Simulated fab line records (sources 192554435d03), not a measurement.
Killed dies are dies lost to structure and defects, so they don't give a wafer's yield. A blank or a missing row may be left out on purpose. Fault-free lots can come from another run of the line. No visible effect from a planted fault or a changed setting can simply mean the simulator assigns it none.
Split-lot study + flow n5Finfet + route with 1938 steps; 7 lots, 21 wafers read

## THE SPLIT
At N5_WELL_APT_EXPOSE_22 (exposes mask PWELL, defocus 0 nm, target cd 200 nm), the setting doseMj was moved away from the recipe's 23.2 on 6 of the 21 wafers read, by -6.9% to -5.8%. For the rest of the wafers, this setting stayed at what the recipe calls for.

## FROM THE SPLIT TO THE READING: what the file shows between them, 3 steps
- N5_WELL_APT_PEB_23: peb time 90 s (also split here: pebTimeS)
- N5_WELL_APT_DEVELOP_24: develop time 45 s
- N5_WELL_APT_HARDBAKE_29: time 120 s

## THE READING
Shown in nm: cdNm at N5_WELL_APT_CD_MEAS_25, with target cd 200 nm. A value of 196.2 nm with a standard deviation of 1.9 nm is what fault-free wafers of this fab line usually give.

| wafer  | tool, chamber at the split | doseMj as run | against the recipe | cdNm, nm | against lot-mates on the recipe |
|--------|----------------------------|---------------|--------------------|----------|---------------------------------|
| L078.2 | krfScanner-01, 0           | 21.61         | -6.9%              | 187.3    | -17.1                           |
| L078.4 | krfScanner-01, 0           | 21.61         | -6.9%              | 185.7    | -18.7                           |
| L078.5 | krfScanner-01, 0           | 23.2          | recipe             | 204.4    | -                               |
| L080.2 | krfScanner-02, 0           | 21.85         | -5.8%              | 182.3    | -21.5                           |
| L080.3 | krfScanner-02, 0           | 21.85         | -5.8%              | 192.4    | -11.4                           |
| L080.4 | krfScanner-02, 0           | 23.2          | recipe             | 203.8    | -                               |
| L083.1 | krfScanner-01, 0           | 23.2          | recipe             | 199.0    | -                               |
| L083.3 | krfScanner-01, 0           | 23.2          | recipe             | 203.7    | -                               |
| L083.6 | krfScanner-01, 0           | 23.2          | recipe             | 196.3    | -                               |
| L086.1 | krfScanner-02, 0           | 23.2          | recipe             | 195.3    | -                               |
| L086.5 | krfScanner-02, 0           | 23.2          | recipe             | 204.4    | -                               |
| L086.6 | krfScanner-02, 0           | 23.2          | recipe             | 200.9    | -                               |
| L089.1 | krfScanner-01, 0           | 23.2          | recipe             | 189.1    | -                               |
| L089.3 | krfScanner-01, 0           | 23.2          | recipe             | 193.6    | -                               |
| L089.6 | krfScanner-01, 0           | 23.2          | recipe             | 187.0    | -                               |
| L092.2 | krfScanner-01, 0           | 23.2          | recipe             | 195.9    | -                               |
| L092.3 | krfScanner-01, 0           | 23.2          | recipe             | 196.9    | -                               |
| L092.6 | krfScanner-01, 0           | 23.2          | recipe             | 197.4    | -                               |
| L094.2 | krfScanner-02, 0           | 21.84         | -5.9%              | 187.2    | -11.2                           |
| L094.4 | krfScanner-02, 0           | 21.84         | -5.9%              | 185.1    | -13.3                           |
| L094.6 | krfScanner-02, 0           | 23.2          | recipe             | 198.4    | -                               |

FIT RESULTS
A straight line over all 21 wafers: cdNm changes by +1.78 nm for each +1% of doseMj; r = +0.73; the points scatter about the line by 4.9 nm.
The same after taking each lot's own level away (the mean of its wafers on the recipe; 21 wafers): +2.52 nm for each +1%; r = +0.93; scatter 3 nm.
The reading moves by 17 nm for the largest change in doseMj, on that fit.
The span of the lots' own levels, 189.90 to 204.40 nm, comes to 7.6 times the standard deviation stated above.
So the lot-to-lot level blurs the effect unless lot-mates are compared.
Check: for one of the wafers moved furthest among these (-6.9%), held out of the fit, the line's prediction against its lot-mates is -17.3 nm. It came out at -17.1 nm against them.

## ADDITIONAL SPLITS CARRIED BY THESE WAFERS
These wafers also went through other splits before the reading. Each is held against what the fit with the lots' levels taken away leaves over:
| other split on the same wafers        | wafers away from the commonest value | r with cdNm (lot level and that fit taken away) |
|---------------------------------------|--------------------------------------|-------------------------------------------------|
| N5_ZERO_LAYER_COAT_05 spinRpm         | 5                                    | -0.04                                           |
| N5_ZERO_LAYER_DEVELOP_10 developTimeS | 4                                    | -0.17                                           |
| N5_WELL_APT_PEB_23 pebTimeS           | 12                                   | +0.41                                           |

## THE WHOLE CHAIN: every reading that the file lists as answering this split, in the file's order
| step                   | what it does             | reading                                                        | change (the file's fit)              | r (the file's) |
|------------------------|--------------------------|----------------------------------------------------------------|--------------------------------------|----------------|
| N5_WELL_APT_CD_MEAS_25 | target cd 200 nm         | cdNm                                                           | +2.53 nm for each +1% of the setting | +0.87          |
| N5_WELL_APT_DESCUM_30  | chemistry O2, time 7.9 s | WELL_APT.cdNm (the simulator's own value, which no gauge read) | +2.57 nm for each +1% of the setting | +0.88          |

## THE FILE'S OWN FIT
cdNm changes by +2.53 nm for each +1% of doseMj, r = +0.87.
